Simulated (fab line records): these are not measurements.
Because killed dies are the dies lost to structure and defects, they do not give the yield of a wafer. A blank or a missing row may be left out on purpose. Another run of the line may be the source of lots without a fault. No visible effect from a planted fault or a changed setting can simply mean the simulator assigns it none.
Problem report in the 8D (eight disciplines) form, filled by code -- flow n5-finfet -- the parts of the form that need people (team, actions taken, sign-off) are left out

1. PROBLEM STATEMENT
A mean of 409.80 C is read at N5_BEOL_M8_PECVD_70 for susceptor-temp-C, taken on 1 wafer of 1 lot, against 400.00 C (standard deviation 0.23) on wafers free of any fault. That puts it +43 standard deviations away from the usual mean.
The step: deposits SiO2 from TEOS/O2, target thk 20 nm, time 22.7 s.
First seen on wafer L608.6, day 14 01:52, on pecvd-02. The record holds 34 wafers of 12 lots with a number at this step. Rule for "out" (also "out of limits"): further than 4 standard deviations from the usual mean. Any other wafer with a number is counted as sound.

2. WHAT IT IS, WHAT IT ISN'T
question,is,is not
which readings at this step,susceptor-temp-C,throttle-valve-pct
which lots,L608,"L590, L591, L592, L593, L594, L595, L597, L598, L611, L612, L613"
which wafers of those lots,L608.6,"L608.2, L608.5"
read on which tools,pecvd-02,"pecvd-03, pecvd-04"
when,from day 14 01:52,"up to then (25 sound wafers); but 8 sound wafers of L611, L612, L613 came after"

3. SUSPECTS, AND WHAT RULES EACH OUT
Counting: if a tool at a process step up to the reading ran every lot that is out, it stays a suspect. Sound lots after the first of them don't rule it out here, since some wafers of a struck lot are sound.
- cmp-01 at N5_BEOL_M7_CMP_52 (polishes, stops on SiCOH lowk, t overpolish 6.9 s, target thk 80 nm): kept. The lot that is out, L608, ran on it at day 14 00:51; the last sound lot it ran before that was L590, at day 9 12:38.
- pecvd-02 at N5_BEOL_M7_DEP_56 (deposits SiCN from 3MS/NH3, target thk 10 nm, time 17.5 s): kept. The lot that is out, L608, ran on it at day 14 01:08; the last sound lot it ran before that was L591, at day 9 18:31.
- pecvd-02 at N5_BEOL_M8_PECVD_70 (deposits SiO2 from TEOS/O2, target thk 20 nm, time 22.7 s): kept. The lot that is out, L608, ran on it at day 14 01:52; the last sound lot it ran before that was L598, at day 11 12:02. Its own readings are out on those wafers: susceptor-temp-C.
- In cmp-01 at N5_BEOL_M7_CMP_52, the wafers that are out were processed in chamber 3 and their sound lot-mates in chambers 0, 1.
- Within pecvd-02 at N5_BEOL_M8_PECVD_70, the wafers that are out were processed in chamber 1 and their sound lot-mates in chamber 0.
The count leaves cmp-01 at N5_BEOL_M7_CMP_52, pecvd-02 at N5_BEOL_M7_DEP_56, and pecvd-02 at N5_BEOL_M8_PECVD_70.

4. THE CAUSE (what the simulator had put in)
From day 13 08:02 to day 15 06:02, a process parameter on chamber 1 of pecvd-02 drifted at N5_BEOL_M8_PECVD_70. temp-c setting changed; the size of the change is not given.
Of the 3 suspects that counting leaves, this tool is one.

5. THE CHAIN OF EFFECTS, in route order
Rows list readings where the struck wafers' mean (over those with a number) sits beyond 3 standard deviations from the usual. Scope: only readings with a usual standard deviation given in the record; hours: median across lots of the time from each lot's start at the first step in this table that gives one to its start at this step; sigmas: change in usual standard deviations.
hours,step,reading,usual,on struck wafers,change,sigmas
0,N5_BEOL_M8_PECVD_70,susceptor-temp-C,400.00 C,409.80,+9.80,+43
The process steps in it:
- N5_BEOL_M8_PECVD_70: deposits SiO2 from TEOS/O2, target thk 20 nm, time 22.7 s.

6. WHAT WOULD HAVE CAUGHT IT SOONER
First out-of-limits reading in this record: day 14 01:52, which is 18 hours after fault onset at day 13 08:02.
